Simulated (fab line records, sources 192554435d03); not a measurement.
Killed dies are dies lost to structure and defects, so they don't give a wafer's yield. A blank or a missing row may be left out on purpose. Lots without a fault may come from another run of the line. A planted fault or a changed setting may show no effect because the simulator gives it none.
Split-lot experiment | flow n5_finfet | 7 lots, 39 wafers read, on a route of 1938 steps

THE SPLIT
At N5_ZERO_LAYER_PECVD_02 (deposits SiO2 from SiH4/N2O, target thk 10 nm, time 6 s), the setting time_s was moved away from the recipe's 6 s on 18 of the 39 wafers read, by -50.0% to +56.0%. The other wafers ran this setting at the recipe's value.

The reading is taken at the split's own step.

THE READING
SiO2_of_ZERO_LAYER_PECVD_02.thk_nm (the simulator's own value, which no gauge read), in nm, at N5_ZERO_LAYER_PECVD_02 (deposits SiO2 from SiH4/N2O, target thk 10 nm, time 6 s). The file gives no usual value for it. The 21 wafers here that ran the recipe average 10.125 nm, standard deviation 0.24 nm.

wafer  | tool, chamber at the split | time_s as run, s | against the recipe | SiO2_of_ZERO_LAYER_PECVD_02.thk_nm, nm | against lot-mates on the recipe
L080.1 | pecvd-04, 1                | 7.468            | +24.5%             | 12.6                                   | +2.293
L080.2 | pecvd-04, 0                | 6                | recipe             | 10.05                                  | -
L080.3 | pecvd-04, 2                | 6                | recipe             | 10.35                                  | -
L080.4 | pecvd-04, 2                | 7.468            | +24.5%             | 12.86                                  | +2.553
L080.5 | pecvd-04, 0                | 7.468            | +24.5%             | 12.69                                  | +2.383
L080.6 | pecvd-04, 1                | 6                | recipe             | 10.52                                  | -
L081.1 | pecvd-04, 0                | 6                | recipe             | 9.896                                  | -
L081.2 | pecvd-04, 2                | 6                | recipe             | 10                                     | -
L081.3 | pecvd-04, 1                | 2.998            | -50.0%             | 5.126                                  | -4.923
L081.4 | pecvd-04, 0                | 2.998            | -50.0%             | 4.893                                  | -5.156
L081.5 | pecvd-04, 1                | 2.998            | -50.0%             | 5.007                                  | -5.042
L081.6 | pecvd-04, 2                | 6                | recipe             | 10.25                                  | -
L082.1 | pecvd-03, 1                | 6                | recipe             | 9.696                                  | -
L082.2 | pecvd-03, 2                | 4.92             | -18.0%             | 8.065                                  | -1.737
L082.3 | pecvd-03, 0                | 6                | recipe             | 9.742                                  | -
L082.4 | pecvd-03, 2                | 6                | recipe             | 9.969                                  | -
L082.5 | pecvd-03, 0                | 4.92             | -18.0%             | 8.129                                  | -1.673
L082.6 | pecvd-03, 1                | 4.92             | -18.0%             | 8.142                                  | -1.660
L083.1 | pecvd-04, 0                | 3.926            | -34.6%             | 6.767                                  | -3.683
L083.2 | pecvd-04, 2                | 3.926            | -34.6%             | 6.935                                  | -3.515
L083.3 | pecvd-04, 2                | 6                | recipe             | 10.39                                  | -
L083.4 | pecvd-04, 0                | 3.926            | -34.6%             | 6.772                                  | -3.678
L083.5 | pecvd-04, 2                | 6                | recipe             | 10.56                                  | -
L083.6 | pecvd-04, 0                | 6                | recipe             | 10.4                                   | -
L085.1 | pecvd-04, 2                | 6                | recipe             | 10.29                                  | -
L085.5 | pecvd-04, 0                | 6                | recipe             | 10.22                                  | -
L085.6 | pecvd-04, 1                | 6                | recipe             | 10.26                                  | -
L086.1 | pecvd-03, 2                | 6                | recipe             | 9.886                                  | -
L086.2 | pecvd-03, 1                | 6                | recipe             | 9.914                                  | -
L086.3 | pecvd-03, 0                | 3.659            | -39.0%             | 5.884                                  | -4.053
L086.4 | pecvd-03, 2                | 3.659            | -39.0%             | 6.145                                  | -3.792
L086.5 | pecvd-03, 1                | 6                | recipe             | 10.01                                  | -
L086.6 | pecvd-03, 0                | 3.659            | -39.0%             | 6.051                                  | -3.886
L089.1 | pecvd-04, 0                | 6                | recipe             | 9.907                                  | -
L089.2 | pecvd-04, 1                | 9.358            | +56.0%             | 15.1                                   | +5.028
L089.3 | pecvd-04, 2                | 6                | recipe             | 10.17                                  | -
L089.4 | pecvd-04, 0                | 6                | recipe             | 10.14                                  | -
L089.5 | pecvd-04, 1                | 9.358            | +56.0%             | 15.47                                  | +5.398
L089.6 | pecvd-04, 2                | 9.358            | +56.0%             | 16.02                                  | +5.948

THE FIT
A straight line over all 39 wafers: SiO2_of_ZERO_LAYER_PECVD_02.thk_nm changes by +0.1 nm for each +1% of time_s; r = +1.00; the points scatter about the line by 0.25 nm.
The same after taking each lot's own level away (the mean of its wafers on the recipe; 39 wafers): +0.0996 nm for each +1%; r = +1.00; scatter 0.16 nm.
On that fit, the largest move of time_s shifts the reading by 5.6 nm.
The lots' own levels span 9.8023 to 10.4500 nm, that is 2.7 times the standard deviation above.
So the lot-to-lot level changes the slope little: the two slopes agree.
Check: with one of the wafers moved furthest among these (+56.0%) left out of the fit, the line predicts +5.65 nm for it against its lot-mates. It came out at +5.03 nm against them.

THE FILE'S OWN FIT
SiO2_of_ZERO_LAYER_PECVD_02.thk_nm changes by +0.0997 nm for each +1% of time_s, r = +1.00.
